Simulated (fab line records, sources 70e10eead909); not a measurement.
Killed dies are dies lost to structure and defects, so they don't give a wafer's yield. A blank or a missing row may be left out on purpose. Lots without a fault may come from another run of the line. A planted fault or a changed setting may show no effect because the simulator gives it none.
Which tool did it? | flow nand_harc | 13 lots, 39 wafers sampled, at 5 steps of a route of 1302

WHAT THE GAUGES READ, wafer by wafer
NHARC_END_SORT_01. Usual: defect_limited_yield 90.2 %, standard deviation 2.3; killed_at_array 62, standard deviation 15; killed_at_other 0.8, standard deviation 1; killed_at_periphery 3.7, standard deviation 2.6; killed_dies 66, standard deviation 15; killed_open 3.1, standard deviation 1.8; killed_short 2.6, standard deviation 1.7.
lot  | measured     | on        | defect_limited_yield (%) | killed_at_array | killed_at_other | killed_at_periphery | killed_dies | killed_open | killed_short | flag
L237 | day 28 12:23 | prober-02 | 81.7 79.6 82.1           | 122 131 114     | 0 1 0           | 2 6 7               | 124 138 121 | 2 2 2       | 1 2 5        | OFF
L238 | day 29 11:07 | prober-01 | 83.9 79.6 81.7           | 107 137 123     | 0 0 0           | 2 1 1               | 109 138 124 | 1 0 1       | 3 2 2        | OFF

WHICH TOOL RAN EACH LOT (tool, then ch and the chambers of the sampled wafers, then the start)
lot  | NHARC_A_M1_PVD_20            | NHARC_A_BONDPAD_PVD_17                  | NHARC_A_BONDPAD_PVD_27                  | NHARC_THIN_TSV_DEP_43
L227 | pvd_sputter-01, day 22 22:19 | pvd_sputter-01, day 23 16:01 or earlier | pvd_sputter-01, day 23 16:01 or earlier | pecvd-03 ch 0,1, day 23 16:01
L229 | pvd_sputter-03, day 23 12:30 | pvd_sputter-01, day 24 06:35 or earlier | pvd_sputter-01, day 24 06:35 or earlier | pecvd-04 ch 0,1, day 24 06:35
L231 | pvd_sputter-03, day 24 14:18 | pvd_sputter-02, day 25 08:12 or earlier | pvd_sputter-02, day 25 08:12 or earlier | pecvd-04 ch 0,1,2, day 25 08:12
L233 | pvd_sputter-03, day 26 13:37 | pvd_sputter-01, day 27 07:10 or earlier | pvd_sputter-01, day 27 07:10 or earlier | pecvd-03 ch 0,1,2, day 27 07:10
L237 | pvd_sputter-03, day 27 01:46 | pvd_sputter-02, day 27 19:37 or earlier | pvd_sputter-02, day 27 19:37 or earlier | pecvd-03 ch 1,2, day 27 19:37
L239 | pvd_sputter-01, day 27 17:50 | pvd_sputter-02, day 28 11:47 or earlier | pvd_sputter-02, day 28 11:47 or earlier | pecvd-04 ch 0,1, day 28 11:47
L238 | pvd_sputter-03, day 27 23:09 | pvd_sputter-03, day 28 17:11 or earlier | pvd_sputter-03, day 28 17:11 or earlier | pecvd-01 ch 0,1,2, day 28 17:11
L244 | pvd_sputter-01, day 29 19:22 | pvd_sputter-01, day 30 12:47 or earlier | pvd_sputter-01, day 30 12:47 or earlier | pecvd-03 ch 0,1,2, day 30 12:47
L247 | pvd_sputter-01, day 30 17:06 | pvd_sputter-01, day 31 12:10 or earlier | pvd_sputter-01, day 31 12:10 or earlier | pecvd-01 ch 0,1,2, day 31 12:10
L245 | pvd_sputter-03, day 30 19:08 | pvd_sputter-01, day 31 10:51 or earlier | pvd_sputter-01, day 31 10:51 or earlier | pecvd-01 ch 0,1, day 31 10:51
L246 | pvd_sputter-01, day 31 21:19 | pvd_sputter-03, day 32 15:28 or earlier | pvd_sputter-03, day 32 15:28 or earlier | pecvd-03 ch 0,2, day 32 15:28
L248 | pvd_sputter-01, day 32 04:59 | pvd_sputter-03, day 32 22:33 or earlier | pvd_sputter-03, day 32 22:33 or earlier | pecvd-01 ch 0,1,2, day 32 22:33
L250 | pvd_sputter-03, day 32 14:51 | pvd_sputter-02, day 33 08:47 or earlier | pvd_sputter-02, day 33 08:47 or earlier | pecvd-03 ch 0,1, day 33 08:47
- NHARC_A_M1_PVD_20: deposits TaN, target thk 5 nm, time 8.06 s.
- NHARC_A_BONDPAD_PVD_17: deposits TaN, target thk 5 nm, time 8.06 s.
- NHARC_A_BONDPAD_PVD_27: deposits Cu, target thk 30 nm, time 20.49 s.
- NHARC_THIN_TSV_DEP_43: deposits SiO2, target thk 1328.5 nm.

WHAT THE TOOLS THEMSELVES READ (means of the sampled wafers that have a number; where no wafer has one, the mark that the record gives instead)
NHARC_A_M1_PVD_20. Usual: chamber_pressure_pa 0.12002 Pa, standard deviation 0.00021; throttle_valve_pct 30.7 %, standard deviation 0.86.
lot  | tool           | chamber_pressure_pa (Pa) | throttle_valve_pct (%) | flag
L227 | pvd_sputter-01 | 0.12015                  | 30.6                   |
L229 | pvd_sputter-03 | 0.12010                  | 30.6                   |
L231 | pvd_sputter-03 | 0.11995                  | 30.7                   |
L233 | pvd_sputter-03 | 0.11970                  | 31.2                   |
L237 | pvd_sputter-03 | 0.12015                  | 30.6                   |
L239 | pvd_sputter-01 | 0.12020                  | 30.4                   |
L238 | pvd_sputter-03 | 0.11982                  | 30.7                   |
L244 | pvd_sputter-01 | 0.11992                  | 30.9                   |
L247 | pvd_sputter-01 | 0.12015                  | 31.5                   |
L245 | pvd_sputter-03 | 0.12016                  | 31.3                   |
L246 | pvd_sputter-01 | 0.12005                  | 30.5                   |
L248 | pvd_sputter-01 | 0.11987                  | 30.1                   |
L250 | pvd_sputter-03 | 0.12010                  | 31.2                   |

NHARC_A_BONDPAD_PVD_17. Usual: chamber_pressure_pa 0.12001 Pa, standard deviation 0.00027; throttle_valve_pct 30.5 %, standard deviation 0.92.
lot  | tool           | chamber_pressure_pa (Pa) | throttle_valve_pct (%) | flag
L227 | pvd_sputter-01 | 0.12002                  | 30.5                   |
L229 | pvd_sputter-01 | 0.12000                  | 31.2                   |
L231 | pvd_sputter-02 | 0.11985                  | 30.7                   |
L233 | pvd_sputter-01 | 0.12003                  | 30.8                   |
L237 | pvd_sputter-02 | 0.12024                  | 30.7                   |
L239 | pvd_sputter-02 | 0.11998                  | 29.1                   |
L238 | pvd_sputter-03 | 0.12001                  | 30.7                   |
L244 | pvd_sputter-01 | 0.11996                  | 30.4                   |
L247 | pvd_sputter-01 | 0.11998                  | 30.7                   |
L245 | pvd_sputter-01 | 0.11970                  | 31.1                   |
L246 | pvd_sputter-03 | 0.11988                  | 30.4                   |
L248 | pvd_sputter-03 | 0.12013                  | 31.4                   |
L250 | pvd_sputter-02 | 0.12006                  | 30.0                   |

NHARC_A_BONDPAD_PVD_27. Usual: chamber_pressure_pa 5.001 Pa, standard deviation 0.01; throttle_valve_pct 30.4 %, standard deviation 0.89.
lot  | tool           | chamber_pressure_pa (Pa) | throttle_valve_pct (%) | flag
L227 | pvd_sputter-01 | 4.993                    | 30.2                   |
L229 | pvd_sputter-01 | 4.995                    | 30.9                   |
L231 | pvd_sputter-02 | 4.999                    | 30.4                   |
L233 | pvd_sputter-01 | 4.983                    | 30.3                   |
L237 | pvd_sputter-02 | 4.998                    | 30.0                   |
L239 | pvd_sputter-02 | 4.995                    | 29.9                   |
L238 | pvd_sputter-03 | 4.993                    | 31.1                   |
L244 | pvd_sputter-01 | 4.998                    | 30.7                   |
L247 | pvd_sputter-01 | 5.005                    | 30.1                   |
L245 | pvd_sputter-01 | 5.008                    | 30.7                   |
L246 | pvd_sputter-03 | 5.003                    | 31.1                   |
L248 | pvd_sputter-03 | 5.008                    | 30.7                   |
L250 | pvd_sputter-02 | 4.987                    | 29.5                   |

NHARC_THIN_TSV_DEP_43. Usual: throttle_valve_pct 16.1 %, standard deviation 0.39.
lot  | tool     | throttle_valve_pct (%) | flag
L227 | pecvd-03 | 16.4                   |
L229 | pecvd-04 | 16.4                   |
L231 | pecvd-04 | 16.3                   |
L233 | pecvd-03 | 15.9                   |
L237 | pecvd-03 | 16.1                   |
L239 | pecvd-04 | 15.9                   |
L238 | pecvd-01 | 16.4                   |
L244 | pecvd-03 | 16.2                   |
L247 | pecvd-01 | 15.8                   |
L245 | pecvd-01 | 16.1                   |
L246 | pecvd-03 | 15.9                   |
L248 | pecvd-01 | 16.0                   |
L250 | pecvd-03 | 15.8                   |

THE ANSWER, worked out from the rows above alone
Rule: a lot is off if the mean of its wafers that have a number lies more than 3 standard deviations from the usual mean. A lot without any number at a reading at which 4 lots or more have one is off too. The other lots that the step has rows for count as sound. The gauges are gone through in route order, then the tools' own readings, and for those a lot's mean is taken as printed above. The first step at which some lot is off is used, and at that step the reading that is off furthest; a lot without a number counts as furthest.
Off: L237, L238, at NHARC_END_SORT_01 (killed_dies). Neither off nor sound, because the step has no rows for them: L227, L229, L231, L233, L239, L244, L247, L245, L246, L248, L250.
A tool fits if, at a process step before that reading, it ran every lot that is off, and no sound lot after the first of them. The gauges at NHARC_END_SORT_01 are tried like those tools. NHARC_A_BONDPAD_PVD_17 gives no start for some lots, so the hours and the order of its lots are those of NHARC_THIN_TSV_DEP_43. NHARC_A_BONDPAD_PVD_27 gives no start for some lots, so the hours and the order of its lots are those of NHARC_THIN_TSV_DEP_43. One fits: pvd_sputter-03 at NHARC_A_M1_PVD_20. It ran no sound lot before its first lot that is off in this sample, so the start can't be narrowed down.

WHAT THE SIMULATOR HAD PUT IN
Chamber particle source: pvd_sputter-03, from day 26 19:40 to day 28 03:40, at NHARC_A_M1_PVD_20. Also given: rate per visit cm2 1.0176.
Lots struck among those shown: L237, L238. The rule above found the same.
